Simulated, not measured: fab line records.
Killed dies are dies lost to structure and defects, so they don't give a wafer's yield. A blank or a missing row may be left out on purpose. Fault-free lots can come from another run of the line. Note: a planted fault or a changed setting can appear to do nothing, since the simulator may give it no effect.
Struck lot and sound lot, side by side    flow n5 finfet    14 out of 1938 route steps
Sound: these wafers, L481.2, L481.5, L481.6. Struck: wafer L485.4 (left out: L485.3, a lot-mate that was not struck); the cause follows at the end.
Order at every step that has rows: each side's tool, ch and its chambers, its first start. Under that, the readings that differ: sound wafers    struck wafers    difference of the means    sigmas: that difference in standard deviations of wafers without a fault.
alike: readings with means less than 2 such deviations apart, plus words and numbers identical on both sides. not compared: withheld readings, readings lacking a value on some wafer, bounds such as >300 that could conceal the same value, and numbers that have no deviation in the record and whose values overlap.
Wherever a step has rows on one side only, a row that says differs or no value, or a row with sigmas, the two part there. Non-overlapping numbers with no deviation appear without sigmas and do not part them. A reading missing from all wafers of one side parts the sides only when that side holds two or more wafers.

first, 6 steps without rows for these wafers: N5_BEOL_M5_COAT_22 (resist thk 30 nm); N5_BEOL_M5_EBR_24; N5_BEOL_M5_SOFTBAKE_23 (time 60 s); N5_BEOL_M5_EXPOSE_25 (exposes mask V4, defocus 10 nm); N5_BEOL_M5_PEB_26 (peb time 60 s); N5_BEOL_M5_DEVELOP_27 (develop time 30 s).
N5_BEOL_M5_CD_MEAS_28: target cd 30.6 nm, target cd y 20 nm.
  sound on cd sem-01 ch 0, day 9 12:59; struck on cd sem-03 ch 0, day 10 07:58
  alike: cd nm
N5_BEOL_M5_OVL_MEAS_29:
  sound on overlay-01 ch 0, day 9 13:01; struck on overlay-02 ch 0, day 10 08:00
  alike: V4_OVL
N5_BEOL_M5_INSPECT_30: inspects for defects (brightfield).
  struck on defect inspect-02, day 10 08:03; sound on defect inspect-02, day 9 13:04
  alike: raw defect count
N5_BEOL_M5_DESCUM_33: chemistry O2, time 7 s.
  sound on rie diel-02 ch 1,2, day 9 13:41; struck on rie diel-02 ch 2, day 10 08:20
  alike: bias power w, drypump motor current A, oes product au, rf vpp V, showerhead plenum p Torr, throttle valve pct
  not compared: rf hours counter h
N5_BEOL_M5_ETCH_75: etches underlayer in N2/H2, target depth 6.5 nm, time 5.2 s.
  sound on rie diel-02 ch 1,2, day 9 13:43; struck on rie diel-02 ch 2, day 10 08:22
  alike: drypump motor current A, etch rf on time s, oes product au, rf vpp V, showerhead plenum p Torr, throttle valve pct
  not compared: rf hours counter h
N5_BEOL_M5_ETCH_67: etches SiARC in CF4, target depth 15.6 nm, time 26 s.
  sound on rie diel-02 ch 1,2, day 9 13:44; struck on rie diel-02 ch 2, day 10 08:23
  alike: drypump motor current A, etch rf on time s, oes product au, rf vpp V, showerhead plenum p Torr, throttle valve pct
  not compared: rf hours counter h
N5_BEOL_M5_ETCH_68: etches SOC in N2/H2, target depth 80 nm, overetch 16 nm, time 120 s.
  sound on rie diel-02 ch 1,2, day 9 13:46; struck on rie diel-02 ch 2, day 10 08:25
reading                                     sound              struck  difference  sigmas
run length s (s)                            143.5 143.7 143.1  134.1   -9.3        -21
model.SiARC_of_BEOL_M5_COAT_66.thk nm (nm)  6 6.2 6.2          6.6     +0.5        
  alike: drypump motor current A, oes product au, rf vpp V, showerhead plenum p Torr, throttle valve pct
  not compared: rf hours counter h
then, 1 step without rows for these wafers: N5_BEOL_M5_STRIP_69 (strips in N2/H2).

WHERE THEY PART
At N5_BEOL_M5_ETCH_68 and nowhere else, as far as this record goes.

WHY: the cause the simulator had injected
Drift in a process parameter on rie diel-02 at N5_BEOL_M5_ETCH_68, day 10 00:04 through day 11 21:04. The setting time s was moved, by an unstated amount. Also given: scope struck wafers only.
